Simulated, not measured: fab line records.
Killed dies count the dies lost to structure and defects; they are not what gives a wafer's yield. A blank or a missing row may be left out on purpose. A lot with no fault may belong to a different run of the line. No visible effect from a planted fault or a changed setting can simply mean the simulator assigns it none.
fab line records -- flow n5Finfet
record: lots: 8, wafers: 24, lastDay: 17
route steps=1938 shown PMOS_HMC_CHANNEL_EPI@81 FIN_SAQP@98 FIN_CUT@165 BEOL_M4@1111 PASSIVATION@1936
lots untouched by any fault: they come from a run of this same line in which no faults occurred
startH: hours from the record's opening day to when the first of the lot's shown wafers began -- waitH: how many hours have passed since the lot's step before this one -- " same as the row above -- L1.1+2: several wafers, shown together as one row -- - no value, or no start given -- * or withheld: withheld -- < > ~ a bound
route shown NAME@n: NAME is a module with steps in the file, n the number in the route of the first one -- usual: mean/standard deviation of fault-free wafers -- same: alike in all rows -- chamber/n: place in a boat -- sites: each site's reading -- _std_site: the standard deviation of these -- _edge_site: inner sites' mean taken away from outer sites' mean -- radiusMm: for every site, how far away it sits from the centre of the wafer -- mask NAME#n: copy n -- behind: the tool/chamber that last shaped the wafer -- hold: why the lot was held/for how many hours/how that ended -- device: which transistor (n, p or np) failed to switch -- end of line: the tests these same wafers got at the end of their route -- where a step has no rows: the recipe by itself -- killed: at the first sort, the dies lost to defects and structure; wafer yield is something else -- map: a wafer's dies, x killed, . not, _ none there
set.NAME: the setting that was run; set.NAME@STEP: the one run at that earlier step -- model.NAME: the simulator's own value behind a step, which no gauge read
the route's steps for a sample of lots (tables are steps, rows are wafers)
services: a tool's chamber out of use, with start hour (startH, from the record's first day; less than 0 if before it), hours out, and reason
== steps ==
step: N5_PMOS_HMC_CHANNEL_EPI_CMP_21
recipe: material: SiGe30, postCmpClean: alkalineBrush, targetThkNm: 54
usual: motorCurrentA: 12.8/1.3
lot.wafer,tool,chamber,startH,waitH,motorCurrentA
L290.1,cmp-01,2,73.45,0.1,15.0
L290.2,cmp-01,0,73.45,0.1,14.0
L290.6,cmp-01,1,73.45,0.1,12.1
L291.1,cmp-01,0,79.70,0.0,13.6
L291.4,cmp-01,2,79.70,0.0,16.1
L291.2,cmp-01,3,79.70,0.0,11.2
L292.1,cmp-02,1,85.76,0.1,13.4
L292.4,cmp-02,2,85.76,0.1,10.7
L292.2,cmp-02,3,85.76,0.1,12.8
L299.3,cmp-01,3,128.25,0.0,11.6
L299.1,cmp-01,2,128.25,0.0,14.4
L299.6,cmp-01,0,128.25,0.0,13.4
L301.1,cmp-01,2,139.94,0.0,15.3
L301.3,cmp-01,0,139.94,0.0,14.1
L301.2,cmp-01,1,139.94,0.0,12.0
L302.3,cmp-03,2,145.75,0.0,11.4
L302.2,cmp-03,3,145.75,0.0,13.5
L302.6,cmp-03,3,145.75,0.0,13.4
L303.1,cmp-01,0,151.45,0.1,13.3
L303.3,cmp-01,2,151.45,0.1,14.1
L303.5,cmp-01,0,151.45,0.1,14.2
L304.3,cmp-01,1,157.53,0.1,11.8
L304.4,cmp-01,2,157.53,0.1,16.0
L304.6,cmp-01,1,157.53,0.1,11.3
step: N5_FIN_SAQP_PECVD_47
recipe: material: a-Si, targetThkA: 450, tempC: 400, precursor: SiH4/He, pressureTorr: 3, rfW: 100, timeS: 36.3
usual: heaterPowerOuterW: 515/44, heaterPowerW: 843/61, showerheadPlenumPTorr: 5.69/0.054, throttleValvePct: 17.8/0.5
lot.wafer,tool,chamber,startH,waitH,heaterPowerOuterW,heaterPowerW,showerheadPlenumPTorr,throttleValvePct
L290.1,pecvd-01,2,75.02,0.0,620,968,5.77,17.7
L290.2,pecvd-01,0,75.02,0.0,555,833,5.65,18.5
L290.6,pecvd-01,2,75.02,0.0,617,925,5.77,17.5
L291.1,pecvd-01,1,81.14,0.0,520,813,5.70,18.2
L291.2,pecvd-01,2,81.14,0.0,582,879,5.77,17.8
L291.4,pecvd-01,2,81.14,0.0,596,897,5.76,17.5
L292.1,pecvd-01,2,88.44,0.0,624,939,5.77,17.9
L292.2,pecvd-01,1,88.44,0.0,530,871,5.72,18.4
L292.4,pecvd-01,0,88.44,0.0,535,833,5.64,18.6
L299.1,pecvd-02,1,129.78,0.0,562,882,5.65,17.8
L299.3,pecvd-02,0,129.78,0.0,506,881,5.76,18.2
L299.6,pecvd-02,1,129.78,0.0,559,845,5.66,17.7
L301.1,pecvd-02,0,141.49,0.0,586,956,5.76,18.2
L301.2,pecvd-02,2,141.49,0.0,499,913,5.64,16.8
L301.3,pecvd-02,2,141.49,0.0,514,922,5.66,16.7
L302.2,pecvd-02,0,147.65,0.0,598,965,5.77,18.1
L302.3,pecvd-02,1,147.65,0.0,546,845,5.65,17.3
L302.6,pecvd-02,1,147.65,0.0,564,868,5.65,17.6
L303.1,pecvd-02,2,153.15,0.0,536,925,5.67,16.8
L303.3,pecvd-02,1,153.15,0.0,479,758,5.66,17.6
L303.5,pecvd-02,1,153.15,0.0,489,761,5.65,17.4
L304.3,pecvd-03,1,159.73,0.0,526,876,5.67,18.4
L304.4,pecvd-03,0,159.73,0.0,451,792,5.77,17.6
L304.6,pecvd-03,1,159.73,0.0,534,903,5.68,18.5
step: N5_FIN_SAQP_HM_DEP_72
recipe: material: SiO2, targetThkA: 120, tempC: 400, precursor: SiH4/N2O, pressureTorr: 0.75, rfW: 275, timeS: 7.2
usual: heaterPowerOuterW: 471/51, heaterPowerW: 778/63, showerheadPlenumPTorr: 8.21/0.15
lot.wafer,tool,chamber,startH,waitH,heaterPowerOuterW,heaterPowerW,showerheadPlenumPTorr
L290.1,pecvd-02,2,75.22,0.0,507,919,8.11
L290.2,pecvd-02,0,75.22,0.0,431,758,8.41
L290.6,pecvd-02,0,75.22,0.0,432,757,8.40
L291.1,pecvd-02,2,81.35,0.0,458,839,8.13
L291.2,pecvd-02,1,81.35,0.0,485,781,8.09
L291.4,pecvd-02,0,81.35,0.0,460,791,8.40
L292.1,pecvd-02,2,88.64,0.0,411,786,8.13
L292.2,pecvd-02,1,88.64,0.0,513,807,8.07
L292.4,pecvd-02,0,88.64,0.0,434,770,8.41
L299.1,pecvd-01,0,129.99,0.0,434,682,8.07
L299.3,pecvd-01,1,129.99,0.0,464,778,8.26
L299.6,pecvd-01,2,129.99,0.0,548,815,8.42
L301.1,pecvd-01,1,141.77,0.0,496,808,8.25
L301.2,pecvd-01,2,141.77,0.0,545,830,8.43
L301.3,pecvd-01,0,141.77,0.0,495,782,8.06
L302.2,pecvd-03,0,147.87,0.0,396,700,8.41
L302.3,pecvd-03,2,147.87,0.0,488,762,8.05
L302.6,pecvd-03,2,147.87,0.0,489,772,8.03
L303.1,pecvd-03,2,153.36,0.0,407,655,8.04
L303.3,pecvd-03,0,153.36,0.0,377,648,8.39
L303.5,pecvd-03,0,153.36,0.0,378,667,8.39
L304.3,pecvd-01,2,159.94,0.0,571,855,8.42
L304.4,pecvd-01,2,159.94,0.0,569,869,8.41
L304.6,pecvd-01,1,159.94,0.0,466,777,8.21
step: N5_FIN_SAQP_INSPECT_18
recipe: mode: adi, inspectInstrument: brightfield
usual: rawDefectCount: 427/110
lot.wafer,tool,chamber,startH,waitH,rawDefectCount
L290.1,defectInspect-02,-,75.73,0.0,414
L290.2,defectInspect-02,-,75.73,0.0,470
L290.6,defectInspect-02,-,75.73,0.0,434
L291.1,defectInspect-01,-,81.74,0.0,402
L291.2,defectInspect-01,-,81.74,0.0,408
L291.4,defectInspect-01,-,81.74,0.0,1412
L292.1,defectInspect-02,-,89.15,0.0,294
L292.2,defectInspect-02,-,89.15,0.0,452
L292.4,defectInspect-02,-,89.15,0.0,1476
L299.1,defectInspect-01,-,130.50,0.0,532
L299.3,defectInspect-01,-,130.50,0.0,439
L299.6,defectInspect-01,-,130.50,0.0,624
L301.1,defectInspect-02,-,142.28,0.0,277
L301.2,defectInspect-02,-,142.28,0.0,355
L301.3,defectInspect-02,-,142.28,0.0,343
L302.2,defectInspect-02,-,148.39,0.0,348
L302.3,defectInspect-02,-,148.39,0.0,380
L302.6,defectInspect-02,-,148.39,0.0,470
L303.1,defectInspect-01,-,153.87,0.0,551
L303.3,defectInspect-01,-,153.87,0.0,393
L303.5,defectInspect-01,-,153.87,0.0,302
L304.3,defectInspect-01,-,160.47,0.0,401
L304.4,defectInspect-01,-,160.47,0.0,377
L304.6,defectInspect-01,-,160.47,0.0,566
step: N5_FIN_SAQP_MANDREL_ETCH_58
recipe: chemistry: HBr/Cl2, target: a-Si, targetDepthA: 450, btTimeS: 10, stopOn: SiNx, maskMaterial: SiO2, overEtchFrac: 0.8, timeS: 27, pressureMtorr: 10, icpW: 800, biasW: 75, HBr_flow_sccm: 150, Cl2_flow_sccm: 80, ends: endPoint
usual: drypumpMotorCurrentA: 5.7/0.37, oesProductAu: 0.697/0.01, throttleValvePct: 35.6/0.32
lot.wafer,tool,chamber,startH,waitH,drypumpMotorCurrentA,oesProductAu,rfHoursCounterH,throttleValvePct
L290.1,rieSi-01,3,78.39,0.0,5.0,0.706,78,35.7
L290.2,rieSi-01,2,78.39,0.0,5.7,0.703,79,35.2
L290.6,rieSi-01,3,78.39,0.0,5.0,0.714,-,35.6
L291.1,rieSi-03,2,84.09,0.0,5.8,0.690,79,35.8
L291.2,rieSi-03,0,84.09,0.0,4.8,0.703,194,35.9
L291.4,rieSi-03,3,84.09,0.0,5.5,0.687,52,36.0
L292.1,rieSi-01,2,91.78,0.0,5.7,0.690,79,35.2
L292.2,rieSi-01,0,91.78,0.0,5.5,0.714,128,35.7
L292.4,rieSi-01,3,91.78,0.0,5.0,0.712,-,35.7
L299.1,rieSi-04,3,132.74,0.0,5.8,0.695,86,36.2
L299.3,rieSi-04,0,132.74,0.0,5.9,0.694,101,35.5
L299.6,rieSi-04,2,132.74,0.0,6.2,0.687,-,35.1
L301.1,rieSi-01,2,145.03,0.0,5.7,0.694,80,35.2
L301.2,rieSi-01,3,145.03,0.0,5.0,0.702,79,35.7
L301.3,rieSi-01,0,145.03,0.0,5.5,0.708,129,35.7
L302.2,rieSi-03,1,150.85,0.0,5.8,0.697,21,35.8
L302.3,rieSi-03,2,150.85,0.0,5.8,0.700,81,35.8
L302.6,rieSi-03,1,150.85,0.0,5.8,0.694,-,35.8
L303.1,rieSi-04,3,156.48,0.0,5.8,0.695,86,36.2
L303.3,rieSi-04,2,156.48,0.0,6.2,0.691,112,35.1
L303.5,rieSi-04,2,156.48,0.0,6.2,0.693,-,35.1
L304.3,rieSi-04,0,162.85,0.0,5.9,0.688,102,35.5
L304.4,rieSi-04,1,162.85,0.0,5.7,0.699,92,35.4
L304.6,rieSi-04,0,162.85,0.0,5.9,0.702,-,35.4
step: N5_FIN_SAQP_INSPECT_40
recipe: inspectInstrument: brightfield, mode: aei
usual: rawDefectCount: 232/67
lot.wafer,tool,chamber,startH,waitH,rawDefectCount
L290.1,defectInspect-02,-,80.67,0.0,215
L290.2,defectInspect-02,-,80.67,0.0,249
L290.6,defectInspect-02,-,80.67,0.0,236
L291.1,defectInspect-02,-,86.12,0.0,349
L291.2,defectInspect-02,-,86.12,0.0,336
L291.4,defectInspect-02,-,86.12,0.0,1113
L292.1,defectInspect-01,-,94.15,0.0,183
L292.2,defectInspect-01,-,94.15,0.0,168
L292.4,defectInspect-01,-,94.15,0.0,1156
L299.1,defectInspect-02,-,134.72,0.0,238
L299.3,defectInspect-02,-,134.72,0.0,300
L299.6,defectInspect-02,-,134.72,0.0,250
L301.1,defectInspect-02,-,146.97,0.0,176
L301.2,defectInspect-02,-,146.97,0.0,250
L301.3,defectInspect-02,-,146.97,0.0,203
L302.2,defectInspect-01,-,153.31,0.0,186
L302.3,defectInspect-01,-,153.31,0.0,126
L302.6,defectInspect-01,-,153.31,0.0,176
L303.1,defectInspect-02,-,158.44,0.0,334
L303.3,defectInspect-02,-,158.44,0.0,257
L303.5,defectInspect-02,-,158.44,0.0,227
L304.3,defectInspect-01,-,164.80,0.0,199
L304.4,defectInspect-01,-,164.80,0.0,140
L304.6,defectInspect-01,-,164.80,0.0,243
step: N5_FIN_CUT_INSPECT_10
recipe: mode: adi, inspectInstrument: brightfield
usual: rawDefectCount: 42/12
lot.wafer,tool,chamber,startH,waitH,rawDefectCount
L290.1,defectInspect-01,-,81.18,0.1,36
L290.2,defectInspect-01,-,81.18,0.1,39
L290.6,defectInspect-01,-,81.18,0.1,34
L291.1,defectInspect-02,-,86.51,0.1,67
L291.2,defectInspect-02,-,86.51,0.1,52
L291.4,defectInspect-02,-,86.51,0.1,956
L292.1,defectInspect-01,-,94.54,0.1,40
L292.2,defectInspect-01,-,94.54,0.1,53
L292.4,defectInspect-01,-,94.54,0.1,1007
L299.1,defectInspect-01,-,135.12,0.1,32
L299.3,defectInspect-01,-,135.12,0.1,43
L299.6,defectInspect-01,-,135.12,0.1,40
L301.1,defectInspect-01,-,147.36,0.1,32
L301.2,defectInspect-01,-,147.36,0.1,40
L301.3,defectInspect-01,-,147.36,0.1,43
L302.2,defectInspect-02,-,153.70,0.0,41
L302.3,defectInspect-02,-,153.70,0.0,43
L302.6,defectInspect-02,-,153.70,0.0,43
L303.1,defectInspect-02,-,158.96,0.1,63
L303.3,defectInspect-02,-,158.96,0.1,56
L303.5,defectInspect-02,-,158.96,0.1,35
L304.3,defectInspect-01,-,165.32,0.0,45
L304.4,defectInspect-01,-,165.32,0.0,21
L304.6,defectInspect-01,-,165.32,0.0,48
step: N5_BEOL_M4_RC_MEAS_101
usual: DIBL_N: 36.4/1.5, DIBL_P: 36.4/1.6, IOFF_N: 0.164/0.025, IOFF_P: 0.214/0.028, ION_N: 675/9.9, ION_P: 463/6.5, SS_N: 71.5/0.5, SS_P: 73.3/0.56, VT_N: 249.2/2.7, VT_P: -250.1/2.8
lot.wafer,tool,chamber,startH,waitH,DIBL_N[mV/V],DIBL_P[mV/V],IOFF_N[nA/um],IOFF_P[nA/um],ION_N[uA/um],ION_P[uA/um],SS_N[mV/dec],SS_P[mV/dec],VT_N[mV],VT_P[mV]
L290.1,prober-01,0,216.73,0.4,38.2,35.8,0.172,0.221,674,459,72.2,73.0,249.4,-249.3
L290.2,prober-01,0,216.73,0.4,38.7,36.1,0.184,0.239,681,470,72.0,73.4,246.6,-247.6
L290.6,prober-01,0,216.73,0.4,38.6,36.6,0.187,0.254,675,465,71.8,73.6,245.5,-248.3
L291.1,prober-01,0,219.04,0.0,36.6,35.7,0.166,0.235,669,464,70.9,73.8,247.2,-249.2
L291.2,prober-01,0,219.04,0.0,36.8,35.6,0.178,0.235,674,465,71.5,73.2,247.5,-249.1
L291.4,prober-01,0,219.04,0.0,37.5,36.3,0.184,0.242,681,456,72.0,73.2,246.3,-250.3
L292.1,prober-01,0,234.55,0.0,35.4,35.3,0.159,0.232,683,478,72.0,73.2,249.1,-247.9
L292.2,prober-01,0,234.55,0.0,36.5,37.1,0.188,0.260,695,477,72.6,73.9,244.5,-246.2
L292.4,prober-01,0,234.55,0.0,34.9,34.9,0.156,0.230,667,460,72.1,73.2,248.4,-246.7
L299.1,prober-02,0,276.77,0.0,36.6,36.1,0.169,0.222,680,464,72.2,74.0,246.4,-247.6
L299.3,prober-02,0,276.77,0.0,37.7,37.9,0.189,0.250,681,469,71.9,73.8,244.4,-248.1
L299.6,prober-02,0,276.77,0.0,36.6,36.4,0.160,0.222,669,469,72.1,74.0,248.8,-249.1
L301.1,prober-01,0,288.38,0.0,37.0,37.4,0.161,0.218,674,463,71.5,73.1,247.9,-252.6
L301.2,prober-01,0,288.38,0.0,36.1,36.9,0.150,0.207,677,464,72.0,72.8,247.4,-249.7
L301.3,prober-01,0,288.38,0.0,36.7,37.4,0.152,0.208,669,464,71.9,73.1,248.8,-250.3
L302.2,prober-02,0,291.64,0.2,35.1,34.9,0.159,0.175,681,458,71.7,73.1,250.2,-254.8
L302.3,prober-02,0,291.64,0.2,34.7,34.4,0.146,0.169,674,457,71.1,73.1,249.3,-252.5
L302.6,prober-02,0,291.64,0.2,35.5,35.5,0.157,0.187,667,455,71.8,72.9,249.2,-254.0
L304.3,prober-02,0,303.39,0.3,37.4,37.1,0.184,0.225,675,464,71.4,73.8,246.9,-250.5
L304.4,prober-02,0,303.39,0.3,36.6,36.1,0.164,0.212,674,457,71.6,73.7,251.0,-251.4
L304.6,prober-02,0,303.39,0.3,37.8,36.8,0.174,0.218,678,459,71.2,74.1,249.6,-249.9
L303.1,prober-02,0,304.01,0.7,35.5,35.8,0.140,0.200,660,457,71.3,72.4,250.5,-249.5
L303.3,prober-02,0,304.01,0.7,36.0,36.8,0.158,0.221,670,465,72.0,73.2,249.4,-250.0
L303.5,prober-02,0,304.01,0.7,36.3,36.5,0.155,0.216,665,464,71.7,72.3,251.5,-250.7
step: N5_PASSIVATION_PROBE_49
usual: defectLimitedYield: 91.1/1.4, killed_at_M0_to_M3: 35/8.7, killed_at_M4_up: 14/5.3, killedAtContacts: 12/6.2, killedAtFrontEnd: 41/12, killedAtOther: 3.4/2.6, killedDies: 105/16, killedOnRim: 14/3.8, killedOpen: 67/13, killedShort: 36/7.3, sort_bin_5_function: 5.2/0.96, sort_bin_6_memory: 3.3/0.6, sortNPass: 1075/16, sortYieldPct: 91.1/1.4
same: grossDies: 1180, killedAtBackSide: 0, sort_bin_4_leakage[%]: 0, sort_bin_8_speed[%]: 0
lot.wafer,tool,chamber,startH,waitH,defectLimitedYield[%],killed_at_M0_to_M3,killed_at_M4_up,killedAtContacts,killedAtFrontEnd,killedAtOther,killedDies,killedOnRim,killedOpen,killedShort,sort_bin_5_function[%],sort_bin_6_memory[%],sortNPass,sortYieldPct[%]
L291.1,prober-02,-,321.42,0.0,92.9,17,16,9,41,1,84,14,50,33,4.1,2.9,1096,92.9
L291.2,prober-02,-,321.47,0.1,91.9,36,6,11,42,0,95,17,57,38,4.4,3.3,1085,91.9
L291.4,prober-02,-,321.57,0.2,83.7,33,9,4,143,3,192,30,63,28,10.2,3.4,988,83.7
L292.1,prober-01,-,336.10,0.0,91.7,38,12,10,37,1,98,18,59,36,5.2,2.7,1082,91.7
L292.2,prober-01,-,336.15,0.1,91.0,36,8,13,45,4,106,20,60,41,4.9,3.1,1074,91.0
L292.4,prober-01,-,336.25,0.2,83.7,30,3,16,137,6,192,31,60,37,10.2,3.6,988,83.7
killed by level:class
L291.1 STI_FIN_REVEAL:geometricParticle:open=14 FIN_SAQP:geometricParticle:short=8 MOL_CONTACT_COAG:geometricParticle:open=6 BEOL_M0_SAQP:geometricParticle:short=6 BEOL_M4:geometricParticle:open=5 FIN_SAQP:geometricParticle:open=4 DUMMY_GATE:geometricParticle:open=4 BEOL_M0_SAQP:geometricParticle:open=4
L291.2 BEOL_M0_SAQP:geometricParticle:open=12 FIN_SAQP:geometricParticle:short=11 STI_FIN_REVEAL:geometricParticle:open=8 MOL_CONTACT_COAG:geometricParticle:open=7 ILD0:geometricParticle:short=6 BEOL_M0_SAQP:geometricParticle:short=6 BEOL_M1:geometricParticle:open=6 GATE_CUT:geometricParticle:short=5
L291.4 FIN_SAQP:unspecified=100 STI_FIN_REVEAL:geometricParticle:open=14 BEOL_M1:geometricParticle:open=9 BEOL_M0_SAQP:geometricParticle:open=8 FIN_SAQP:geometricParticle:short=6 FIN_SAQP:geometricParticle:open=6 BEOL_M0_SAQP:geometricParticle:short=6 DUMMY_GATE:geometricParticle:open=5
L292.1 BEOL_M0_SAQP:geometricParticle:short=12 MOL_CONTACT_COAG:geometricParticle:open=9 BEOL_M2:geometricParticle:open=8 GATE_CUT:geometricParticle:short=7 DUMMY_GATE:geometricParticle:open=6 BEOL_M0:geometricParticle:open=6 STI_FIN_REVEAL:geometricParticle:open=4 GATE_CUT:geometricParticle:open=4
L292.2 BEOL_M0_SAQP:geometricParticle:short=13 BEOL_M0_SAQP:geometricParticle:open=11 MOL_CONTACT_COAG:geometricParticle:open=10 STI_FIN_REVEAL:geometricParticle:open=8 GATE_CUT:geometricParticle:short=8 BEOL_M3:geometricParticle:open=6 FIN_SAQP:geometricParticle:short=4 HKMG_FIN:areaEtch=4
L292.4 FIN_SAQP:unspecified=95 MOL_CONTACT_COAG:geometricParticle:open=13 FIN_SAQP:geometricParticle:short=11 BEOL_M0_SAQP:geometricParticle:open=11 GATE_CUT:geometricParticle:short=9 FIN_SAQP:geometricParticle:open=7 BEOL_M0_SAQP:geometricParticle:short=6 STI_FIN_REVEAL:geometricParticle:open=5
== services ==
tool,chamber,startH,hours,kind
pecvd-03,0,50.68,16.5,scheduledDown
cmp-02,-,52.52,4.0,pm
cmp-02,-,56.52,-,consumableReplace:conditioner
pecvd-01,-,62.56,5.5,pm
rieSi-01,1,76.18,-,clean
rieSi-01,1,76.18,25.7,scheduledDown
rieSi-01,1,76.18,25.7,ventCycle
pecvd-02,-,77.80,1.1,repair
pecvd-03,0,103.26,4.4,repair
cmp-02,-,105.47,11.0,pm
pecvd-03,0,108.42,2.1,scheduledDown
pecvd-03,1,109.45,10.3,repair
rieSi-04,1,113.97,6.7,repair
cmp-01,-,122.32,0.2,repair
rieSi-03,0,128.75,-,clean
rieSi-03,0,128.75,24.4,scheduledDown
rieSi-03,0,128.75,24.4,ventCycle
pecvd-02,1,130.79,14.1,repair
rieSi-01,1,133.17,12.9,repair
rieSi-04,0,135.36,5.1,repair
cmp-03,-,139.74,4.0,pm
rieSi-01,-,149.98,0.4,repair
pecvd-03,-,158.28,0.6,repair
pecvd-02,0,159.04,18.5,repair
== key ==
firstSign: step: N5_FIN_SAQP_INSPECT_18, reading: rawDefectCount, direction: up, sigmas: 9.1, usual: 427, struck: 1444
effect: step: N5_FIN_SAQP_INSPECT_40, reading: rawDefectCount, direction: up, sigmas: 13, usual: 232, struck: 1134
effect: step: N5_FIN_CUT_INSPECT_10, reading: rawDefectCount, direction: up, sigmas: 80, usual: 42, struck: 982
effect: step: N5_PASSIVATION_PROBE_49, reading: killedAtFrontEnd, direction: up, sigmas: 8.3, usual: 41, struck: 140
moreKillsBornAt: N5_FIN_SAQP_HM_DEP_72@pecvd-02: 195
metAt N5_FIN_SAQP_HM_DEP_72
struckLots L291,L292
struckWafers L291.4,L292.4
notActingAt N5_PMOS_HMC_CHANNEL_EPI_CMP_21,N5_FIN_SAQP_PECVD_47,N5_FIN_SAQP_MANDREL_ETCH_58
onsetBetween 75.22 81.35
fault: kind: chamberParticleSource, tool: pecvd-02, chamber: 0, onsetH: 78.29, steps: N5_FIN_SAQP_HM_DEP_72, ratePerVisitCm2: 1.4423, endH: 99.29
